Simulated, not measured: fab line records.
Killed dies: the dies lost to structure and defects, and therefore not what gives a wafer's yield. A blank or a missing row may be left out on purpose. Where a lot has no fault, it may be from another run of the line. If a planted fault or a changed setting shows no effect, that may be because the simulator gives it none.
Matching of chambers || flow nand harc || NHARC_A_SLIT_ETCH_24 on rie diel-09 has 4 sister chambers
The step etches the open film in CF4/CHF3, target depth 121 nm, time 60.5 s. 4 wafers are shown with their chamber, then 8 later ones without.

== WAFERS, EACH WITH ITS CHAMBER ==
{"wafer": "L081.5", "chamber": 2, "rf vpp V (V)": 369.6}
{"wafer": "L083.1", "chamber": 0, "rf vpp V (V)": 370.3}
{"wafer": "L083.2", "chamber": 3, "rf vpp V (V)": 371.8}
{"wafer": "L088.3", "chamber": 1, "rf vpp V (V)": 376.3}

== WAFERS MISSING THEIR CHAMBER ==
{"wafer": "L088.5", "rf vpp V (V)": 370.3}
{"wafer": "L088.6", "rf vpp V (V)": 371.5}
{"wafer": "L093.1", "rf vpp V (V)": 370.8}
{"wafer": "L093.2", "rf vpp V (V)": 372.6}
{"wafer": "L093.6", "rf vpp V (V)": 373.6}
{"wafer": "L095.1", "rf vpp V (V)": 368.7}
{"wafer": "L095.2", "rf vpp V (V)": 371.8}
{"wafer": "L095.4", "rf vpp V (V)": 372.2}

== CHAMBER TAKEN BY EACH ==
{"wafer": "L088.5", "from the rows above": "can't be placed: 0 or 2 or 3", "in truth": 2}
{"wafer": "L088.6", "from the rows above": "can't be placed: 3 or 0 or 2", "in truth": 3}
{"wafer": "L093.1", "from the rows above": "can't be placed: 0 or 3 or 2", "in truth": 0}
{"wafer": "L093.2", "from the rows above": "can't be placed: 3 or 0", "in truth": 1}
{"wafer": "L093.6", "from the rows above": "can't be placed: 3 or 1 or 0", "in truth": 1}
{"wafer": "L095.1", "from the rows above": "can't be placed: 2 or 0", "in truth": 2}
{"wafer": "L095.2", "from the rows above": "can't be placed: 3 or 0", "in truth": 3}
{"wafer": "L095.4", "from the rows above": "can't be placed: 3 or 0", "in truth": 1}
0 of 8 placed correctly. Cannot be placed on the basis of these rows: 8; the candidates contain the true chamber in 6. Wrongly placed: 0.
How it was worked out, from the rows above alone: a wafer's distance from a chamber is the root of the sum, over the readings, of the square of ((its reading less the chamber's mean) divided by the reading's scatter). If the next closest chamber is less than 2 further off than the closest, the wafer can't be placed; otherwise it belongs to the closest. A chamber's mean is the mean of its shown wafers. The scatter: with one shown wafer a chamber, the root of the mean of the squares of how far each hidden wafer lies from its nearest shown one.
